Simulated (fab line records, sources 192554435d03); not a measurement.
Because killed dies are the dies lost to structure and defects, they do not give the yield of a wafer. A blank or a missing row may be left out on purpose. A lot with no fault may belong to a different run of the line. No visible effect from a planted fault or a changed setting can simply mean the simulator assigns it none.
Matching of chambers + flow n5_finfet + N5_BEOL_M5_DEP_56 on pecvd-02: 3 sister chambers
The step deposits SiCN from 3MS/NH3, target thk 8 nm, time 14 s. 18 wafers are shown with their chamber, then 9 later ones without.

## EACH WAFER AND ITS CHAMBER
| wafer  | chamber | throttle_valve_pct (%) | showerhead_plenum_p_Torr (Torr) |
|--------|---------|------------------------|---------------------------------|
| L076.3 | 1       | 8.9                    | 3.676                           |
| L076.4 | 2       | 8.4                    | 3.660                           |
| L076.6 | 1       | 8.6                    | 3.679                           |
| L082.2 | 1       | 8.8                    | 3.675                           |
| L082.4 | 2       | 8.5                    | 3.659                           |
| L082.6 | 1       | 8.6                    | 3.680                           |
| L085.3 | 1       | 8.7                    | 3.665                           |
| L085.5 | 2       | 8.5                    | 3.645                           |
| L085.6 | 1       | 8.7                    | 3.670                           |
| L088.1 | 1       | 8.6                    | 3.677                           |
| L088.2 | 0       | 9.2                    | 3.652                           |
| L088.3 | 2       | 8.6                    | 3.652                           |
| L088.4 | 2       | 8.4                    | 3.657                           |
| L088.5 | 0       | 9.1                    | 3.654                           |
| L088.6 | 1       | 8.4                    | 3.667                           |
| L087.2 | 1       | 8.7                    | 3.680                           |
| L087.3 | 2       | 8.6                    | 3.660                           |
| L087.4 | 1       | 8.8                    | 3.678                           |

SIGNATURES, as means of the wafers listed above
| reading                  | chamber 0 | chamber 1 | chamber 2 | scatter within a chamber |
|--------------------------|-----------|-----------|-----------|--------------------------|
| throttle_valve_pct       | 9.150     | 8.680     | 8.500     | 0.121                    |
| showerhead_plenum_p_Torr | 3.65300   | 3.67470   | 3.65550   | 0.00546                  |
Rule: a wafer's distance from a chamber is the root of the sum, over the readings, of the square of ((its reading less the chamber's mean) divided by the reading's scatter). The wafer belongs to the nearest chamber; if the next one is less than 2 further off, it can't be placed. The scatter: the root of (the sum of the squares of (reading less its chamber's mean) over the shown wafers, divided by (wafers less chambers)).

## WAFERS WITH NO CHAMBER GIVEN
| wafer  | throttle_valve_pct (%) | showerhead_plenum_p_Torr (Torr) |
|--------|------------------------|---------------------------------|
| L089.4 | 8.5                    | 3.655                           |
| L089.5 | 8.4                    | 3.673                           |
| L089.6 | 9.3                    | 3.660                           |
| L093.1 | 8.4                    | 3.653                           |
| L093.2 | 9.0                    | 3.649                           |
| L093.3 | 8.7                    | 3.664                           |
| L097.1 | 8.8                    | 3.678                           |
| L097.3 | 8.3                    | 3.657                           |
| L097.6 | 8.7                    | 3.647                           |

## WHICH CHAMBER EACH WENT THROUGH
| wafer  | from the rows above     | in truth |
|--------|-------------------------|----------|
| L089.4 | 2                       | 2        |
| L089.5 | can't be placed: 1 or 2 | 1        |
| L089.6 | 0                       | 0        |
| L093.1 | 2                       | 2        |
| L093.2 | 0                       | 0        |
| L093.3 | can't be placed: 1 or 2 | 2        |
| L097.1 | 1                       | 1        |
| L097.3 | 2                       | 2        |
| L097.6 | can't be placed: 2 or 0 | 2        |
Placed correctly: 6 of 9. These rows do not allow placing 3 (true chamber among the candidates in 3). Number placed wrongly: 0.
